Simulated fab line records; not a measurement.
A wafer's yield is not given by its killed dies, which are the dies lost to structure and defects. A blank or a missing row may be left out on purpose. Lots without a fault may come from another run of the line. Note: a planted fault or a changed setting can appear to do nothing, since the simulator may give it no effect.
Chamber matching	flow nandHarc	3 sister chambers for NHARC_P_M2_DEP_33 on pecvd-04
The step deposits SiCN, target thk 30 nm. 14 wafers are shown with their chamber, then 7 later ones without.

WAFERS PAIRED WITH THEIR CHAMBERS
wafer	chamber	showerheadVppV (V)	heaterPowerW (W)
L894.1	0	1253	576
L894.3	1	1357	429
L894.4	2	1385	503
L895.2	2	1381	545
L895.3	1	1338	489
L895.6	2	1374	525
L898.1	2	1345	544
L898.4	2	1366	546
L898.6	1	1340	494
L899.3	0	1249	574
L899.4	1	1342	419
L899.5	2	1361	532
L902.3	2	1376	491
L902.4	0	1240	593

SIGNATURES (averages over the wafers above)
reading	chamber 0	chamber 1	chamber 2	scatter within a chamber
showerheadVppV	1247.33	1344.25	1369.71	11.4
heaterPowerW	581.00	457.75	526.57	26.5
Rule: for each reading, subtract the chamber's mean from the wafer's reading, divide by that reading's scatter and square the result; add these up over the readings and take the root, which gives the wafer's distance from the chamber. If the next closest chamber is less than 2 further off than the closest, the wafer can't be placed; otherwise it belongs to the closest. The scatter: the root of (the sum of the squares of (reading less its chamber's mean) over the shown wafers, divided by (wafers less chambers)).

WAFERS WHOSE CHAMBER IS MISSING
wafer	showerheadVppV (V)	heaterPowerW (W)
L902.6	1385	487
L914.2	1356	556
L914.4	1244	611
L914.5	1330	555
L913.1	1316	567
L913.2	1379	522
L913.4	1339	573

CHAMBER TAKEN BY EACH
wafer	from the rows above	in truth
L902.6	can't be placed: 2 or 1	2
L914.2	2	2
L914.4	0	0
L914.5	can't be placed: 2 or 1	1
L913.1	can't be placed: 1 or 2 or 0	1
L913.2	2	2
L913.4	can't be placed: 2 or 1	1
Correct placement for 3 of the 7. From these rows, 4 cannot be placed; in 4 the true chamber is one of the candidates. Placed wrongly: 0.
